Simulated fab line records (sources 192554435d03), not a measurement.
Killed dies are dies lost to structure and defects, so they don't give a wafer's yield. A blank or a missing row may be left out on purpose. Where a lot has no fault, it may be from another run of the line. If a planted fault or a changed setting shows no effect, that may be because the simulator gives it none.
fab line records ; flow n5-finfet
record: lots: 6; wafers: 18; last-day: 20
route steps=1938 shown BEOL_M6@1200
lots that met no fault: taken from a fault-free run of the same line
start-h: hours from the record's first day to the start of the lot's first wafer shown ; wait-h: time in hours since the lot's previous step ; " unchanged from the row above ; L1.1+2: one row covering several wafers at once ; - no value present, or no start provided ; * or withheld: withheld ; < > ~ a bound
route shown NAME@n: names a module that has steps shown in the file, with the first one's number in the route ; usual: the fault-free wafers' mean and standard deviation ; same: alike in all rows ; chamber/n: place in a boat ; sites: the reading at each site ; _std_site: how widely they spread, as a standard deviation ; _edge_site: outer sites' mean less inner sites' ; radius-mm: for every site, how far away it sits from the centre of the wafer ; mask NAME#n: copy n ; behind: the last tool/chamber to shape the wafer ; hold: the reason the lot was held/the length of the hold in hours/how it ended ; device: the transistor (n, p or np) that didn't switch ; end of line: the route-end tests of the same wafers ; step lacking rows: just its recipe ; killed: count of dies lost to structure and defects at first sort (not the wafer's yield) ; map: shows each die of a wafer: x if killed, . if not, _ if none is there
set.NAME: the setting the step ran with; set.NAME@STEP: the setting that earlier step ran with ; model.NAME: the simulator's own value behind a step, which no gauge read
lots at selected steps of the route; one table per step, one row per wafer
services: from which hour (start-h, from the record's first day; less than 0 if before it) a tool's chamber was out of use, for how many hours, and why
== steps ==
step: N5_BEOL_M6_COAT_60
recipe: resist: SiARC; temp-c: 220; time-s: 60; spin-rpm: 1500; resist-thk-nm: 35
step: N5_BEOL_M6_COAT_05
recipe: resist: CAR-ArF; spin-rpm: 1500; resist-thk-nm: 90
step: N5_BEOL_M6_EBR_07
recipe: solvent: PGMEA; ebr-width-mm: 1.5
step: N5_BEOL_M6_SOFTBAKE_06
recipe: temp-c: 110; time-s: 60; resist: CAR-ArF
step: N5_BEOL_M6_EXPOSE_08
recipe: mask-id: M6; na: 1.35; source-shape: dipole; sigma-inner: 0.817; sigma-outer: 0.97; polarization: te; dose-mj: 68.25
step: N5_BEOL_M6_PEB_09
recipe: peb-temp-c: withheld; peb-time-s: 60; resist: CAR-ArF
step: N5_BEOL_M6_DEVELOP_10
recipe: develop-time-s: 30; developer: TMAH; resist: CAR-ArF; rinse-liquid: diw; dry: air-spin; dev-temp-c: 23
step: N5_BEOL_M6_CD_MEAS_11
recipe: target-cd-nm: 38.5; landing-energy-ev: 500; detector: se-inlens; polarity: opening
usual: cd-nm: 38.7/0.36
lot.wafer;tool;chamber;start-h;wait-h;cd-nm
L273.2;cd-sem-03;0;218.94;-;38.7
L273.3;cd-sem-03;0;218.94;-;38.9
L273.5;cd-sem-03;0;218.94;-;39.2
L284.1;cd-sem-01;0;314.57;-;38.3
L284.4;cd-sem-01;0;314.57;-;39.0
L284.6;cd-sem-01;0;314.57;-;38.5
L278.1;cd-sem-02;0;316.81;-;39.0
L278.2;cd-sem-02;0;316.81;-;38.8
L278.6;cd-sem-02;0;316.81;-;38.7
L282.2;cd-sem-02;0;320.65;-;38.7
L282.3;cd-sem-02;0;320.65;-;38.1
L282.5;cd-sem-02;0;320.65;-;38.9
L287.3;cd-sem-01;0;347.58;-;38.9
L287.4;cd-sem-01;0;347.58;-;38.0
L287.5;cd-sem-01;0;347.58;-;38.8
L291.1;cd-sem-03;0;375.26;-;38.6
L291.4;cd-sem-03;0;375.26;-;38.5
L291.5;cd-sem-03;0;375.26;-;38.7
step: N5_BEOL_M6_OVL_MEAS_12
recipe: points-per-wafer: 44
usual: M6_OVL: 0.1/0.89
same: points-per-wafer: 44
lot.wafer;tool;chamber;start-h;wait-h;M6_OVL[nm]
L273.2;overlay-01;0;218.97;0.0;-0.4
L273.3;overlay-01;0;218.97;0.0;-0.4
L273.5;overlay-01;0;218.97;0.0;0.2
L284.1;overlay-02;0;314.60;0.0;1.9
L284.4;overlay-02;0;314.60;0.0;1.1
L284.6;overlay-02;0;314.60;0.0;0.8
L278.1;overlay-01;0;316.84;0.0;-0.3
L278.2;overlay-01;0;316.84;0.0;0.8
L278.6;overlay-01;0;316.84;0.0;1.1
L282.2;overlay-01;0;320.68;0.0;-0.2
L282.3;overlay-01;0;320.68;0.0;-0.4
L282.5;overlay-01;0;320.68;0.0;0.1
L287.3;overlay-01;0;347.61;0.0;0.8
L287.4;overlay-01;0;347.61;0.0;1.3
L287.5;overlay-01;0;347.61;0.0;0.1
L291.1;overlay-02;0;375.29;0.0;1.8
L291.4;overlay-02;0;375.29;0.0;2.4
L291.5;overlay-02;0;375.29;0.0;1.8
step: N5_BEOL_M6_INSPECT_13
recipe: mode: adi; inspect-instrument: brightfield
usual: raw-defect-count: 390/86
lot.wafer;tool;chamber;start-h;wait-h;raw-defect-count
L273.2;defect-inspect-02;-;218.99;0.0;416
L273.3;defect-inspect-02;-;218.99;0.0;341
L273.5;defect-inspect-02;-;218.99;0.0;456
L284.1;defect-inspect-01;-;314.63;0.0;346
L284.4;defect-inspect-01;-;314.63;0.0;462
L284.6;defect-inspect-01;-;314.63;0.0;420
L278.1;defect-inspect-01;-;316.86;0.0;616
L278.2;defect-inspect-01;-;316.86;0.0;394
L278.6;defect-inspect-01;-;316.86;0.0;720
L282.2;defect-inspect-01;-;320.70;0.0;355
L282.3;defect-inspect-01;-;320.70;0.0;446
L282.5;defect-inspect-01;-;320.70;0.0;360
L287.3;defect-inspect-02;-;347.63;0.0;586
L287.4;defect-inspect-02;-;347.63;0.0;535
L287.5;defect-inspect-02;-;347.63;0.0;463
L291.1;defect-inspect-02;-;375.32;0.0;342
L291.4;defect-inspect-02;-;375.32;0.0;254
L291.5;defect-inspect-02;-;375.32;0.0;398
step: N5_BEOL_M6_DESCUM_16
recipe: chemistry: O2; time-s: 7.9; source-power-w: 50; bias-power-w: 20; pressure-mtorr: 20; rf-frequency-hz: 2.712e+07; temp-c: 40; resist: CAR-ArF; o2-flow-sccm: 225
usual: drypump-motor-current-A: 5.8/0.51; o2-flow-sccm: 224.9/0.68; oes-product-au: 0.79/0.079; rf-fwd-power-W: 49.38/0.24; rf-vpp-V: 243.2/1.2; showerhead-plenum-p-Torr: 2.09/0.05; temp-c: 40.01/0.1; throttle-valve-pct: 20.49/0.25
lot.wafer;tool;chamber;start-h;wait-h;drypump-motor-current-A;o2-flow-sccm;oes-product-au;rf-fwd-power-W;rf-hours-counter-h;rf-vpp-V;showerhead-plenum-p-Torr;temp-c;throttle-valve-pct
L273.2;rie-diel-05;0;219.46;0.5;5.7;224.6;0.80;49.13;86;244.2;2.20;39.95;20.53
L273.3;rie-diel-05;1;219.46;0.5;6.6;224.0;0.77;49.27;151;243.1;2.09;40.16;20.31
L273.5;rie-diel-05;1;219.46;0.5;6.6;225.6;0.76;49.50;-;243.2;2.09;40.15;20.30
L284.1;rie-diel-01;0;314.66;0.0;6.5;225.0;0.81;49.25;101;241.8;2.02;40.10;20.40
L284.4;rie-diel-01;2;314.66;0.0;5.0;225.1;0.90;49.14;32;244.0;2.14;40.09;20.08
L284.6;rie-diel-01;2;314.66;0.0;5.0;224.3;0.90;49.23;-;245.6;2.14;40.06;20.09
L278.1;rie-diel-05;1;316.90;0.0;6.6;225.2;0.73;49.11;182;243.1;2.08;39.98;20.35
L278.2;rie-diel-05;0;316.90;0.0;5.7;225.0;0.77;48.95;118;246.0;2.19;40.01;20.59
L278.6;rie-diel-05;1;316.90;0.0;6.6;223.9;0.74;49.26;-;242.4;2.08;39.90;20.34
L282.2;rie-diel-01;0;320.74;0.0;6.5;224.3;0.80;49.44;103;244.3;2.02;39.82;20.41
L282.3;rie-diel-01;3;320.74;0.0;5.2;225.9;0.71;49.22;180;242.7;2.08;39.94;20.79
L282.5;rie-diel-01;1;320.74;0.0;5.6;225.2;0.71;49.57;-;243.3;2.08;40.19;20.76
L287.3;rie-diel-04;3;347.66;0.0;5.5;225.2;0.84;49.38;75;243.8;2.11;40.12;20.34
L287.4;rie-diel-04;1;347.66;0.0;6.2;224.9;0.87;48.92;44;241.9;2.03;40.00;20.23
L287.5;rie-diel-04;2;347.66;0.0;5.6;223.7;0.67;49.58;-;242.3;2.06;40.01;20.76
L291.1;rie-diel-01;1;375.35;0.0;5.6;225.2;0.70;49.75;238;243.1;2.07;40.00;20.78
L291.4;rie-diel-01;3;375.35;0.0;5.2;225.4;0.70;49.27;199;243.2;2.07;39.85;20.83
L291.5;rie-diel-01;1;375.35;0.0;5.6;226.1;0.70;49.71;-;241.8;2.07;40.08;20.78
step: N5_BEOL_M6_ETCH_61
recipe: chemistry: CF4; target: SiARC; target-depth-a: 455; mask-material: CAR-ArF; time-s: 75.8; ion-energy-ev: 80; pressure-mtorr: 40; source-w: 545; bias-w: 36; Ar_flow_sccm: 100; cf4-flow-sccm: 100; ends: cleared
usual: drypump-motor-current-A: 5.8/0.5; etch-rf-on-time-s: 75.8/0.96; mfc-ar-sccm: 100.00/0.29; oes-product-au: 0.68/0.065; rf-fwd-power-W: 539.5/2.7; rf-vpp-V: 184.2/1; showerhead-plenum-p-Torr: 2.14/0.048; throttle-valve-pct: 15.67/0.26
lot.wafer;tool;chamber;start-h;wait-h;drypump-motor-current-A;etch-rf-on-time-s;mfc-ar-sccm;oes-product-au;rf-fwd-power-W;rf-hours-counter-h;rf-vpp-V;showerhead-plenum-p-Torr;throttle-valve-pct
L273.2;rie-diel-05;0;219.50;0.0;5.7;76.4;100.00;0.69;537.2;86;184.6;2.25;15.69
L273.3;rie-diel-05;1;219.50;0.0;6.6;74.5;100.33;0.66;542.8;151;185.4;2.14;15.49
L273.5;rie-diel-05;1;219.50;0.0;6.6;74.8;100.31;0.66;542.0;-;184.8;2.14;15.50
L284.1;rie-diel-01;0;314.69;0.0;6.5;76.7;100.17;0.68;542.0;101;184.1;2.08;15.58
L284.4;rie-diel-01;2;314.69;0.0;5.0;75.2;99.81;0.77;538.3;32;184.1;2.18;15.23
L284.6;rie-diel-01;2;314.69;0.0;4.9;75.0;99.44;0.76;539.9;-;184.1;2.18;15.24
L278.1;rie-diel-05;1;316.93;0.0;6.6;75.3;100.19;0.63;543.2;182;184.5;2.13;15.57
L278.2;rie-diel-05;0;316.93;0.0;5.7;77.0;99.70;0.66;537.1;118;184.8;2.24;15.75
L278.6;rie-diel-05;1;316.93;0.0;6.6;76.6;99.70;0.63;540.9;-;180.9;2.13;15.57
L282.2;rie-diel-01;0;320.77;0.0;6.5;76.3;100.08;0.68;540.0;103;183.7;2.08;15.59
L282.3;rie-diel-01;3;320.77;0.0;5.2;74.3;100.12;0.62;540.4;180;183.1;2.13;15.95
L282.5;rie-diel-01;1;320.77;0.0;5.6;74.9;100.08;0.61;541.5;-;183.4;2.12;15.89
L287.3;rie-diel-04;3;347.70;0.0;5.5;74.6;100.12;0.72;541.4;75;184.6;2.18;15.55
L287.4;rie-diel-04;1;347.70;0.0;6.2;74.2;99.84;0.75;533.9;44;183.3;2.09;15.41
L287.5;rie-diel-04;2;347.70;0.0;5.5;75.9;99.66;0.57;540.4;-;184.0;2.12;16.01
L291.1;rie-diel-01;1;375.39;0.0;5.6;75.5;99.81;0.60;539.9;238;183.5;2.11;15.93
L291.4;rie-diel-01;3;375.39;0.0;5.2;75.1;99.93;0.61;537.7;199;183.1;2.12;15.99
L291.5;rie-diel-01;1;375.39;0.0;5.6;75.2;99.65;0.61;536.9;-;183.9;2.11;15.93
step: N5_BEOL_M6_ETCH_62
recipe: chemistry: N2/H2; target: SOC; target-depth-a: 1100; overetch-a: 220; mask-material: SiARC; temp-c: 40; time-s: 165; ion-energy-ev: 200; pressure-mtorr: 30; source-w: 840; bias-w: 150; n2-flow-sccm: 200; h2-flow-sccm: 200
usual: drypump-motor-current-A: 5.8/0.51; oes-product-au: 0.67/0.062; rf-fwd-power-W: 838.0/2.8; rf-vpp-V: 523.8/1.8; showerhead-plenum-p-Torr: 2.54/0.061; temp-c: 40.01/0.12; throttle-valve-pct: 17.89/0.28
lot.wafer;tool;chamber;start-h;wait-h;drypump-motor-current-A;oes-product-au;rf-fwd-power-W;rf-hours-counter-h;rf-vpp-V;showerhead-plenum-p-Torr;temp-c;throttle-valve-pct;model.SiARC_of_BEOL_M6_COAT_60.thk-nm;model.BEOL_M6.cd-offset-nm
L273.2;rie-diel-05;0;219.55;0.0;5.7;0.69;834.7;86;527.4;2.68;40.06;17.99;28.2;0.2
L273.3;rie-diel-05;1;219.55;0.0;6.6;0.66;840.0;151;524.7;2.55;39.93;17.81;28.4;0.2
L273.5;rie-diel-05;1;219.55;0.0;6.6;0.65;838.1;-;523.3;2.55;39.77;17.78;28.4;0.4
L284.1;rie-diel-01;0;314.75;0.0;6.5;0.68;835.8;101;521.9;2.46;39.93;17.83;28.4;0
L284.4;rie-diel-01;2;314.75;0.0;5.0;0.75;835.3;32;525.5;2.58;39.99;17.36;25.8;1.4
L284.6;rie-diel-01;2;314.75;0.0;5.0;0.76;835.4;-;524.0;2.58;39.89;17.37;28;-0.2
L278.1;rie-diel-05;1;316.99;0.0;6.6;0.63;838.2;182;524.4;2.53;39.92;17.86;28.4;0.2
L278.2;rie-diel-05;0;316.99;0.0;5.7;0.66;831.0;118;528.0;2.67;40.02;18.05;28.2;0.2
L278.6;rie-diel-05;1;316.99;0.0;6.6;0.63;833.7;-;524.1;2.53;40.03;17.86;28.4;-0.2
L282.2;rie-diel-01;0;320.83;0.0;6.5;0.68;836.8;103;521.9;2.46;39.71;17.83;28.2;0
L282.3;rie-diel-01;3;320.83;0.0;5.2;0.61;837.2;180;523.4;2.54;40.01;18.22;26.2;0.4
L282.5;rie-diel-01;1;320.83;0.0;5.6;0.62;837.6;-;521.5;2.51;40.02;18.14;28.2;0
L287.3;rie-diel-04;3;347.75;0.0;5.5;0.70;837.7;75;523.8;2.58;40.04;17.84;28.4;0
L287.4;rie-diel-04;1;347.75;0.0;6.2;0.73;835.0;44;524.1;2.48;39.98;17.63;28.2;-0.4
L287.5;rie-diel-04;2;347.75;0.0;5.6;0.58;838.7;-;523.3;2.50;39.98;18.26;28.4;0.2
L291.1;rie-diel-01;1;375.44;0.0;5.6;0.60;840.6;238;522.8;2.51;39.89;18.18;28.2;-0.2
L291.4;rie-diel-01;3;375.44;0.0;5.2;0.61;835.4;199;521.6;2.53;40.06;18.26;28.2;-0.4
L291.5;rie-diel-01;1;375.44;0.0;5.6;0.60;838.8;-;524.6;2.51;39.96;18.15;28.2;-0.4
step: N5_BEOL_M6_STRIP_68
recipe: chemistry: N2/H2; temp-c: 40; n2-flow-sccm: 200; h2-flow-sccm: 200; rf-frequency-hz: 6e+07
step: N5_BEOL_M6_STRIP_67
recipe: chemistry: CF4; resist: SiARC; power-w: 300; bias-power-w: 75; pressure-mtorr: 50; cf4-flow-sccm: 150; rf-frequency-hz: 6e+07
usual: drypump-motor-current-A: 5.8/0.51; oes-product-au: 0.79/0.073; rf-vpp-V: 271.0/1.3; showerhead-plenum-p-Torr: 1.79/0.041; throttle-valve-pct: 13.63/0.27
lot.wafer;tool;chamber;start-h;wait-h;drypump-motor-current-A;oes-product-au;rf-hours-counter-h;rf-vpp-V;showerhead-plenum-p-Torr;throttle-valve-pct
L273.2;rie-diel-05;0;219.70;0.0;5.7;0.81;86;273.3;1.88;13.65
L273.3;rie-diel-05;1;219.70;0.0;6.6;0.77;151;269.6;1.79;13.50
L273.5;rie-diel-05;1;219.70;0.0;6.6;0.76;-;270.4;1.79;13.48
L284.1;rie-diel-01;0;314.90;0.0;6.5;0.80;101;269.6;1.74;13.51
L284.4;rie-diel-01;2;314.90;0.0;5.0;0.89;32;270.9;1.82;13.18
L284.6;rie-diel-01;2;314.90;0.0;5.0;0.90;-;272.0;1.82;13.19
L278.1;rie-diel-05;1;317.14;0.0;6.6;0.75;182;270.7;1.79;13.55
L278.2;rie-diel-05;0;317.14;0.0;5.7;0.77;118;274.5;1.88;13.73
L278.6;rie-diel-05;1;317.14;0.0;6.6;0.74;-;272.7;1.79;13.54
L282.2;rie-diel-01;0;320.97;0.0;6.5;0.80;103;269.2;1.73;13.54
L282.3;rie-diel-01;3;320.97;0.0;5.2;0.73;180;271.1;1.78;13.93
L282.5;rie-diel-01;1;320.97;0.0;5.7;0.72;-;270.9;1.78;13.89
L287.3;rie-diel-04;3;347.90;0.0;5.5;0.82;76;272.8;1.82;13.52
L287.4;rie-diel-04;1;347.90;0.0;6.2;0.86;44;268.1;1.75;13.36
L287.5;rie-diel-04;2;347.90;0.0;5.6;0.68;-;271.0;1.77;13.98
L291.1;rie-diel-01;1;375.59;0.0;5.6;0.71;238;271.8;1.77;13.93
L291.4;rie-diel-01;3;375.59;0.0;5.1;0.71;199;270.5;1.77;13.98
L291.5;rie-diel-01;1;375.59;0.0;5.6;0.71;-;269.7;1.77;13.94
step: N5_BEOL_M6_HM_OPEN_17
recipe: chemistry: Cl2/BCl3; target-depth-a: 200; overetch-a: 60; target: TiN; mask-material: SOC; ion-energy-ev: 150; pressure-mtorr: 10; icp-w: 1000; bias-w: 126; Cl2_flow_sccm: 53.25; bcl3-flow-sccm: 21.75; Ar_flow_sccm: 25
usual: drypump-motor-current-A: 5.94/0.12; mfc-ar-sccm: 25.01/0.086; oes-product-au: 0.71/0.074; rf-fwd-power-W: 993/3.9; throttle-valve-pct: 21.96/0.24
lot.wafer;tool;chamber;start-h;wait-h;drypump-motor-current-A;mfc-ar-sccm;oes-product-au;rf-fwd-power-W;rf-hours-counter-h;throttle-valve-pct;model.BEOL_M6.cd-offset-nm
L273.2;rie-metal-01;0;219.74;0.0;6.04;25.20;0.54;999;109;21.89;0.2
L273.3;rie-metal-01;0;219.74;0.0;6.04;25.17;0.55;994;-;21.87;0.2
L273.5;rie-metal-01;0;219.74;0.0;6.04;25.13;0.55;993;-;21.86;0.2
L284.1;rie-metal-03;0;314.94;0.0;5.81;25.07;0.77;991;14;22.33;0
L284.4;rie-metal-03;0;314.94;0.0;5.78;25.13;0.77;997;-;22.32;1.4
L284.6;rie-metal-03;1;314.94;0.0;5.99;24.97;0.74;987;-;21.85;0
L278.1;rie-metal-01;1;317.18;0.0;5.91;25.02;0.70;994;27;21.81;0
L278.2;rie-metal-01;1;317.18;0.0;5.92;24.90;0.70;989;-;21.79;0
L278.6;rie-metal-01;1;317.18;0.0;5.93;25.01;0.70;991;-;21.79;-0.2
L282.2;rie-metal-01;1;321.04;0.1;5.91;24.94;0.70;996;-;21.80;-0.2
L282.3;rie-metal-01;1;321.04;0.1;5.89;25.04;0.69;995;-;21.81;0.4
L282.5;rie-metal-01;1;321.04;0.1;5.91;25.08;0.70;986;-;21.81;-0.2
L287.3;rie-metal-03;0;347.97;0.1;5.82;25.24;0.75;996;-;22.36;0
L287.4;rie-metal-03;1;347.97;0.1;5.94;24.99;0.73;994;-;21.88;-0.4
L287.5;rie-metal-03;0;347.97;0.1;5.80;25.15;0.75;994;-;22.36;0
L291.1;rie-metal-03;1;375.63;0.0;5.96;25.06;0.73;995;22;21.87;-0.2
L291.4;rie-metal-03;0;375.63;0.0;5.80;25.01;0.75;997;-;22.35;-0.4
L291.5;rie-metal-03;1;375.63;0.0;5.98;25.03;0.72;997;-;21.86;-0.4
step: N5_BEOL_M6_STRIP_19
recipe: chemistry: O2; power-w: 400; temp-c: 40; pressure-mtorr: 30; rf-frequency-hz: 6e+07; bias-power-w: 0; overash-fraction: 0.2; o2-flow-sccm: 225
usual: drypump-motor-current-A: 5.8/0.51; o2-flow-sccm: 225.0/0.67; oes-product-au: 0.78/0.066; rf-vpp-V: 3.6/0.62; showerhead-plenum-p-Torr: 2.09/0.054; temp-c: 39.99/0.11; throttle-valve-pct: 16.76/0.24
lot.wafer;tool;chamber;start-h;wait-h;drypump-motor-current-A;o2-flow-sccm;oes-product-au;rf-hours-counter-h;rf-vpp-V;showerhead-plenum-p-Torr;temp-c;throttle-valve-pct
L273.2;rie-diel-05;3;219.90;0.1;6.0;226.5;0.80;104;5.0;2.03;39.99;16.87
L273.3;rie-diel-05;1;219.90;0.1;6.6;225.4;0.77;151;3.8;2.10;39.86;16.58
L273.5;rie-diel-05;0;219.90;0.1;5.7;226.2;0.79;-;4.6;2.21;40.06;16.76
L284.1;rie-diel-05;0;315.08;0.1;5.7;224.7;0.77;117;4.7;2.20;39.96;16.81
L284.4;rie-diel-05;1;315.08;0.1;6.6;224.8;0.74;-;2.6;2.09;39.90;16.61
L284.6;rie-diel-05;3;315.08;0.1;5.9;225.2;0.78;-;3.6;2.01;39.98;16.92
L278.1;rie-diel-05;3;317.38;0.2;6.0;225.1;0.77;136;3.5;2.02;40.05;16.93
L278.2;rie-diel-05;0;317.38;0.2;5.7;224.8;0.78;118;3.6;2.20;39.80;16.82
L278.6;rie-diel-05;0;317.38;0.2;5.7;225.4;0.78;-;2.5;2.20;39.99;16.82
L282.2;rie-diel-04;1;321.34;0.3;6.2;225.6;0.87;37;4.0;2.04;39.95;16.44
L282.3;rie-diel-04;2;321.34;0.3;5.6;224.7;0.67;227;4.5;2.07;39.86;17.03
L282.5;rie-diel-04;0;321.34;0.3;6.2;224.5;0.86;-;3.0;2.13;40.07;16.48
L287.3;rie-diel-01;0;348.05;0.1;6.5;225.1;0.79;112;4.5;2.03;40.02;16.68
L287.4;rie-diel-01;3;348.05;0.1;5.2;224.4;0.71;189;3.3;2.08;40.00;17.04
L287.5;rie-diel-01;1;348.05;0.1;5.6;225.1;0.71;-;3.0;2.08;39.89;17.01
L291.1;rie-diel-01;0;375.74;0.1;6.5;226.3;0.79;123;4.1;2.02;40.14;16.68
L291.4;rie-diel-01;1;375.74;0.1;5.6;224.3;0.70;238;3.4;2.08;39.94;17.03
L291.5;rie-diel-01;3;375.74;0.1;5.1;224.9;0.71;-;4.3;2.08;40.08;17.06
== services ==
tool;chamber;start-h;hours;kind
rie-diel-01;2;204.69;-;clean
rie-diel-01;2;204.69;-;consumable-replace:focus-ring
rie-diel-01;2;204.69;23.2;scheduled-down
rie-diel-01;2;204.69;23.2;vent-cycle
rie-diel-04;0;214.62;7.9;repair
rie-diel-05;-;236.95;2.4;repair
rie-metal-01;-;239.29;14.6;pm
rie-metal-03;0;249.06;38.5;repair
rie-metal-01;0;283.97;2.3;repair
rie-diel-04;2;287.32;7.5;repair
rie-diel-04;2;308.08;5.8;repair
rie-metal-01;0;308.48;-;clean
rie-metal-01;0;308.48;14.4;scheduled-down
rie-metal-01;0;308.48;14.4;vent-cycle
rie-diel-05;2;313.06;5.9;repair
rie-diel-04;2;326.28;1.8;repair
rie-diel-05;2;352.26;-;clean
rie-diel-05;2;352.26;-;consumable-replace:focus-ring
rie-diel-05;2;352.26;21.1;scheduled-down
rie-diel-05;2;352.26;21.1;vent-cycle
== key ==
first-sign none at tools or gauges
model-effect: step: N5_BEOL_M6_ETCH_62; value: SiARC_of_BEOL_M6_COAT_60.thk-nm; without: 28.3; struck: 26
model-effect: step: N5_BEOL_M6_HM_OPEN_17; value: BEOL_M6.cd-offset-nm; without: -0.2; struck: 0.9
met-at N5_BEOL_M6_ETCH_62
struck-wafers L282.3,L284.4
fault: kind: process-parameter-drift; tool: rie-diel-01; chamber: -; onset-h: 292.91; steps: N5_BEOL_M6_ETCH_62; channel: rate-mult; offset: 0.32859; shape: step; end-h: 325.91; scope: struck-wafers-only
